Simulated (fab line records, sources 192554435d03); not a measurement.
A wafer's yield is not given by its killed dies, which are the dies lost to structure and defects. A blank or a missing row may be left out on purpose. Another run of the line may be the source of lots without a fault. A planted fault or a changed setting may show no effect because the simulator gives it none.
Commonality check across tools / flow n5 finfet / 8 lots and 24 wafers in the sample

WHAT PROMPTED THE OPENING
Flagged at N5_BEOL_M0_SAQP_INSPECT_42: reading raw defect count, on 2 of 8 lots. Wafers without a fault read 307, standard deviation 77.
Rule: a lot is flagged when every wafer of it that has a number lies more than 4 standard deviations from that mean, or none has a number. As for the other lots, they are considered sound.

lot=L563; measured=day 5 17:13; on=defect inspect-01; raw defect count, wafer by wafer=247 241 271; flag=
lot=L566; measured=day 6 07:53; on=defect inspect-01; raw defect count, wafer by wafer=448 343 303; flag=
lot=L568; measured=day 6 22:21; on=defect inspect-02; raw defect count, wafer by wafer=1336 1215 1376; flag=FLAGGED
lot=L570; measured=day 7 11:31; on=defect inspect-02; raw defect count, wafer by wafer=1377 1337 1281; flag=FLAGGED
lot=L577; measured=day 9 04:37; on=defect inspect-01; raw defect count, wafer by wafer=316 289 209; flag=
lot=L578; measured=day 9 12:15; on=defect inspect-02; raw defect count, wafer by wafer=269 212 250; flag=
lot=L580; measured=day 9 20:41; on=defect inspect-02; raw defect count, wafer by wafer=303 344 371; flag=
lot=L584; measured=day 11 03:45; on=defect inspect-02; raw defect count, wafer by wafer=313 396 515; flag=
Average over the flagged lots: 1320; offset from the usual +1013, equal to +13 standard deviations.

TOOL THAT RAN EACH LOT
Before the reading, the record contains 2 process steps out of a 1938-step route. Cell contents, in order: the tool; ch with the chambers the sampled wafers went through; the start.
lot=L563; flag=; N5_BEOL_M0_SAQP_STRIP_86=rie diel-05 ch 1,2,3, day 5 13:11; N5_BEOL_M0_SAQP_ETCH_106=rie diel-06 ch 0,1,3, day 5 15:32
lot=L566; flag=; N5_BEOL_M0_SAQP_STRIP_86=rie diel-01 ch 0,1,3, day 6 04:05; N5_BEOL_M0_SAQP_ETCH_106=rie diel-06 ch 1,2,3, day 6 05:59
lot=L568; flag=FLAGGED; N5_BEOL_M0_SAQP_STRIP_86=rie diel-01 ch 2,3, day 6 18:50; N5_BEOL_M0_SAQP_ETCH_106=rie diel-06 ch 2,3, day 6 20:54
lot=L570; flag=FLAGGED; N5_BEOL_M0_SAQP_STRIP_86=rie diel-06 ch 0,3, day 7 08:05; N5_BEOL_M0_SAQP_ETCH_106=rie diel-06 ch 0,3, day 7 10:02
lot=L577; flag=; N5_BEOL_M0_SAQP_STRIP_86=rie diel-05 ch 1,2,3, day 9 00:44; N5_BEOL_M0_SAQP_ETCH_106=rie diel-01 ch 1,2, day 9 02:38
lot=L578; flag=; N5_BEOL_M0_SAQP_STRIP_86=rie diel-05 ch 0,1,3, day 9 08:19; N5_BEOL_M0_SAQP_ETCH_106=rie diel-05 ch 1,2,3, day 9 10:35
lot=L580; flag=; N5_BEOL_M0_SAQP_STRIP_86=rie diel-05 ch 1,3, day 9 17:18; N5_BEOL_M0_SAQP_ETCH_106=rie diel-05 ch 0,2,3, day 9 19:11
lot=L584; flag=; N5_BEOL_M0_SAQP_STRIP_86=rie diel-01 ch 0,3, day 11 00:11; N5_BEOL_M0_SAQP_ETCH_106=rie diel-01 ch 2,3, day 11 02:04
What the steps here do:
- N5_BEOL_M0_SAQP_STRIP_86: strips in N2/H2.
- N5_BEOL_M0_SAQP_ETCH_106: etches SOC in N2/H2, stops on SiNx, target depth 150 nm.
- N5_BEOL_M0_SAQP_INSPECT_42: inspects for defects (brightfield).

FLAGGED AGAINST TOTAL, ONE TOOL AT A TIME (gauges that did the reading follow at the end)
step=N5_BEOL_M0_SAQP_STRIP_86; tool=rie diel-01; lots run=3; flagged=1; share of the flagged lots=some; sound lots run after its first flagged lot=1 (L584)
step=N5_BEOL_M0_SAQP_STRIP_86; tool=rie diel-05; lots run=4; flagged=0; share of the flagged lots=none; sound lots run after its first flagged lot=-
step=N5_BEOL_M0_SAQP_STRIP_86; tool=rie diel-06; lots run=1; flagged=1; share of the flagged lots=some; sound lots run after its first flagged lot=0
step=N5_BEOL_M0_SAQP_ETCH_106; tool=rie diel-01; lots run=2; flagged=0; share of the flagged lots=none; sound lots run after its first flagged lot=-
step=N5_BEOL_M0_SAQP_ETCH_106; tool=rie diel-05; lots run=2; flagged=0; share of the flagged lots=none; sound lots run after its first flagged lot=-
step=N5_BEOL_M0_SAQP_ETCH_106; tool=rie diel-06; lots run=4; flagged=2; share of the flagged lots=all; sound lots run after its first flagged lot=0
step=N5_BEOL_M0_SAQP_INSPECT_42; tool=defect inspect-01; lots run=3; flagged=0; share of the flagged lots=none; sound lots run after its first flagged lot=-
step=N5_BEOL_M0_SAQP_INSPECT_42; tool=defect inspect-02; lots run=5; flagged=2; share of the flagged lots=all; sound lots run after its first flagged lot=3 (L578,L580,L584)

WHAT IS ALLOWED BY THE TABLE
rie diel-06 at N5_BEOL_M0_SAQP_ETCH_106 and defect inspect-02 at N5_BEOL_M0_SAQP_INSPECT_42 are the 2 rows of the table that ran each flagged lot.
- rie diel-06 at N5_BEOL_M0_SAQP_ETCH_106 ran 4 lots, 2 of them flagged. A fault beginning between L566 (day 6 05:59), its last sound lot, and L568 (day 6 20:54), its first flagged one, fits the data.
- defect inspect-02 at N5_BEOL_M0_SAQP_INSPECT_42 ran 5 lots, 2 of them flagged. After the first flagged lot (L578, L580, L584), sound lots still ran on it; a lasting fault on the whole tool would not permit that.
Just one tool remains: rie diel-06 at N5_BEOL_M0_SAQP_ETCH_106.

WHAT THE SIMULATOR PUT IN
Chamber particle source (rie diel-06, N5_BEOL_M0_SAQP_ETCH_106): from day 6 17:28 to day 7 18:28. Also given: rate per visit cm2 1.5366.
Lots struck among those shown: L568, L570. The rule above found the same.
